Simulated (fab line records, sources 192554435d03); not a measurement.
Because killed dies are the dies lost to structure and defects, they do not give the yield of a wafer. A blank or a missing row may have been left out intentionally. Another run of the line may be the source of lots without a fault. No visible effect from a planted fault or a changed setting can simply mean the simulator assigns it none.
Which tool is to blame? -- flow n5 finfet -- 27 wafers from 9 lots sampled at 5 of the route's 1938 steps

## WHAT EACH GAUGE READ, for each wafer
N5_BEOL_M2_OVL_MEAS_12. Usual: M2_OVL typically reads -0.4 nm, with standard deviation 0.7.
lot,measured,on,M2_OVL (nm),flag
L505,day 7 14:26,overlay-01,0.8 0.3 -0.5,
L509,day 8 13:29,overlay-02,-0.5 1.0 0.9,
L510,day 8 15:53,overlay-01,-0.2 -0.2 1.3,
L511,day 8 19:56,overlay-02,-1.2 -1.8 -1.3,
L514,day 9 20:28,overlay-01,0.0 -0.1 -0.5,
L515,day 10 04:55,overlay-02,0.4 0.1 0.3,
L518,day 10 19:32,overlay-01,-0.3 -0.1 -0.6,
L521,day 12 02:41,overlay-01,-0.1 -0.3 -0.8,
L522,day 12 04:18,overlay-01,-0.9 0.0 -0.9,

N5_BEOL_M2_OCD_MEAS_38. Usual: trench depth nm at 55.5 nm, with a standard deviation of 1.1.
lot,measured,on,trench depth nm (nm),flag
L505,day 7 19:55,ocd-02,55.3 55.8 56.1,
L509,day 8 18:56,ocd-01,55.0 54.5 54.5,
L510,day 9 00:27,ocd-01,54.9 55.9 54.1,
L511,day 9 00:32,ocd-02,53.9 55.6 58.0,
L514,day 10 02:58,ocd-01,55.1 54.7 55.9,
L515,day 10 15:33,ocd-01,56.8 55.1 56.3,
L518,day 11 00:26,ocd-02,58.3 53.7 55.8,
L521,day 12 07:20,ocd-02,54.6 56.7 55.3,
L522,day 12 13:04,ocd-01,56.2 55.0 56.7,

N5_BEOL_M4_RC_MEAS_101. Usual: DIBL_N 37.1 mV/V, standard deviation 1.8; DIBL_P 37.2 mV/V, standard deviation 2.1; IOFF_N 0.17 nA/um, standard deviation 0.033; IOFF_P 0.22 nA/um, standard deviation 0.037; ION_N 680 uA/um, standard deviation 11; ION_P 464 uA/um, standard deviation 7.7; SS_N 71.7 mV/dec, standard deviation 0.63; SS_P 73.6 mV/dec, standard deviation 0.67; VT_N 248.9 mV, standard deviation 2.9; VT_P -251 mV, standard deviation 3.6.
lot,measured,on,DIBL_N (mV/V),DIBL_P (mV/V),IOFF_N (nA/um),IOFF_P (nA/um),ION_N (uA/um),ION_P (uA/um),SS_N (mV/dec),SS_P (mV/dec),VT_N (mV),VT_P (mV),flag
L505,day 8 22:56,prober-02,38.7 35.8 34.1,40.6 36.7 33.8,0.22 0.14 0.12,0.26 0.18 0.15,701 676 667,473 455 454,72.0 71.4 71.0,74.6 73.2 72.5,242.9 251.4 251.3,-248 -256 -256,
L509,day 10 00:10,prober-01,38.2 38.0 37.1,39.4 37.8 36.8,0.22 0.20 0.18,0.31 0.29 0.26,697 686 680,481 479 466,72.4 72.1 72.2,74.2 73.6 73.5,245.5 245.1 246.5,-244 -243 -247,
L510,day 10 03:49,prober-01,37.7 37.6 34.5,37.9 37.6 35.4,0.15 0.16 0.11,0.19 0.18 0.15,665 673 655,458 454 452,71.3 71.9 70.6,74.0 72.9 73.1,251.8 252.4 255.9,-255 -257 -258,
L511,day 10 19:17,prober-01,35.6 38.3 34.8,35.8 37.0 34.9,0.15 0.19 0.14,0.20 0.23 0.19,675 691 678,466 470 464,71.2 71.7 70.5,73.9 73.9 72.2,249.1 249.9 250.8,-251 -249 -254,
L514,day 11 19:04,prober-02,39.2 37.0 38.2,40.1 38.1 39.8,0.20 0.16 0.20,0.23 0.19 0.23,673 679 686,452 458 465,72.7 71.3 72.0,74.4 74.2 74.5,249.5 249.1 248.2,-252 -253 -250,
L515,day 12 19:37,prober-02,38.4 40.1 35.5,37.8 40.3 35.3,0.18 0.21 0.12,0.22 0.27 0.19,676 688 671,461 474 467,70.8 71.5 70.7,73.7 74.3 73.8,247.8 247.0 252.9,-251 -247 -252,
L518,day 12 17:26,prober-01,39.9 40.3 36.9,40.1 41.7 36.5,0.23 0.24 0.15,0.24 0.26 0.17,699 691 674,466 465 457,72.2 72.6 72.1,73.9 74.3 73.3,243.1 245.7 249.0,-252 -249 -257,
L521,day 13 19:06,prober-02,37.3 38.2 41.6,37.1 37.8 41.5,0.17 0.20 0.29,0.22 0.24 0.31,703 677 701,478 462 477,72.3 71.6 72.4,73.7 74.4 75.2,246.6 245.7 241.5,-249 -250 -244,
L522,day 14 01:49,prober-02,35.7 35.8 37.6,35.8 34.0 37.0,0.15 0.15 0.17,0.21 0.19 0.22,669 673 674,465 461 468,71.6 72.0 72.0,73.1 72.5 73.2,250.2 251.8 251.1,-251 -252 -249,

## WHICH TOOL RAN EACH LOT (tool, then ch and the chambers of the sampled wafers, then the start)
lot,N5_BEOL_M2_ETCH_77,N5_BEOL_M2_ETCH_69
L505,"rie diel-03 ch 1,2, day 7 15:51","rie diel-03 ch 1,2, day 7 15:52"
L509,"rie diel-03 ch 1,3, day 8 14:47","rie diel-03 ch 1,3, day 8 14:48"
L510,"rie diel-05 ch 0,1,3, day 8 17:13","rie diel-05 ch 0,1,3, day 8 17:14"
L511,"rie diel-03 ch 0,1,3, day 8 21:04","rie diel-03 ch 0,1,3, day 8 21:05"
L514,"rie diel-03 ch 1,3, day 9 21:28","rie diel-03 ch 1,3, day 9 21:29"
L515,"rie diel-01 ch 2,3, day 10 06:00","rie diel-01 ch 2,3, day 10 06:01"
L518,"rie diel-01 ch 1,2,3, day 10 20:38","rie diel-01 ch 1,2,3, day 10 20:38"
L521,"rie diel-01 ch 0,2,3, day 12 03:53","rie diel-01 ch 0,2,3, day 12 03:53"
L522,"rie diel-01 ch 0,1, day 12 05:19","rie diel-01 ch 0,1, day 12 05:19"
- N5_BEOL_M2_ETCH_77: etches underlayer in N2/H2, target depth 6.5 nm, time 5.2 s.
- N5_BEOL_M2_ETCH_69: etches SiARC in CF4, target depth 15.6 nm, time 26 s.

## AS READ BY THE TOOLS THEMSELVES (means over the sampled wafers that have a number; for cases with no such wafer, the mark the record gives instead)
N5_BEOL_M2_ETCH_77. Usual: value, then standard deviation, for each; bias w 150.0 W / 0.44; drypump motor current A 5.5 A / 0.49; etch rf on time s 5.18 s / 0.16; oes product au 0.67 a.u. / 0.054; rf vpp V 524.8 V / 2.6; showerhead plenum p Torr 2.59 Torr / 0.087; throttle valve pct 17.97 % / 0.1.
lot,tool,bias w (W),drypump motor current A (A),etch rf on time s (s),oes product au (a.u.),rf vpp V (V),showerhead plenum p Torr (Torr),throttle valve pct (%),flag
L505,rie diel-03,150.2,5.3,5.27,0.68,524.4,2.57,17.98,
L509,rie diel-03,149.9,5.6,5.25,0.64,522.1,2.52,18.06,
L510,rie diel-05,149.7,5.5,5.27,0.71,524.1,2.54,17.95,
L511,rie diel-03,150.0,5.7,5.18,0.63,524.1,2.55,18.06,
L514,rie diel-03,149.8,6.0,5.26,0.61,520.9,2.46,18.14,
L515,rie diel-01,149.9,5.1,5.09,0.61,526.8,2.61,17.98,
L518,rie diel-01,149.6,5.2,5.14,0.64,526.1,2.60,17.90,
L521,rie diel-01,149.9,5.5,5.23,0.62,524.8,2.60,17.93,
L522,rie diel-01,149.9,5.6,5.24,0.69,524.5,2.58,17.81,

N5_BEOL_M2_ETCH_69. Usual: value, then standard deviation, for each; bias w 35.99 W / 0.095; drypump motor current A 5.5 A / 0.48; etch rf on time s 25.9 s / 0.73; oes product au 0.68 a.u. / 0.054; rf vpp V 184.5 V / 1.1; showerhead plenum p Torr 2.18 Torr / 0.071; throttle valve pct 15.69 % / 0.17.
lot,tool,bias w (W),drypump motor current A (A),etch rf on time s (s),oes product au (a.u.),rf vpp V (V),showerhead plenum p Torr (Torr),throttle valve pct (%),flag
L505,rie diel-03,35.94,5.2,26.5,0.68,185.0,2.15,15.68,
L509,rie diel-03,35.93,5.6,26.1,0.65,184.5,2.12,15.73,
L510,rie diel-05,35.90,5.5,26.2,0.71,183.4,2.14,15.64,
L511,rie diel-03,35.96,5.8,25.5,0.64,184.0,2.14,15.74,
L514,rie diel-03,36.03,5.9,25.6,0.62,183.1,2.08,15.89,
L515,rie diel-01,35.90,5.1,25.9,0.61,185.0,2.21,15.86,
L518,rie diel-01,35.97,5.2,26.2,0.64,184.2,2.20,15.72,
L521,rie diel-01,33.61,5.5,26.7,0.61,176.7,2.19,15.73,OFF
L522,rie diel-01,33.50,5.6,26.5,0.68,175.4,2.15,15.50,OFF

## THE ANSWER, worked out from the rows above alone
Rule: lot off if the mean of its wafers having a number is beyond 3 standard deviations from the usual mean. A lot without any number at a reading at which 4 lots or more have one is off too. The other lots that the step has rows for count as sound. First the gauges in route order, then the tools' own readings, where a lot's mean is used as printed above. The first step at which some lot is off is used, and at that step the reading that is off furthest; a lot without a number counts as furthest.
Off: L521, L522, at N5_BEOL_M2_ETCH_69 (bias w).
A tool fits if, at that step or a process step before it, it ran every lot that is off, and no sound lot after the first of them. One candidate fits, namely rie diel-01 at N5_BEOL_M2_ETCH_77 and N5_BEOL_M2_ETCH_69. At N5_BEOL_M2_ETCH_77 its last sound lot is L518 (day 10 20:38), its first lot that is off L521 (day 12 03:53): a fault that began between those two fits.

## WHAT THE SIMULATOR HAD INSERTED
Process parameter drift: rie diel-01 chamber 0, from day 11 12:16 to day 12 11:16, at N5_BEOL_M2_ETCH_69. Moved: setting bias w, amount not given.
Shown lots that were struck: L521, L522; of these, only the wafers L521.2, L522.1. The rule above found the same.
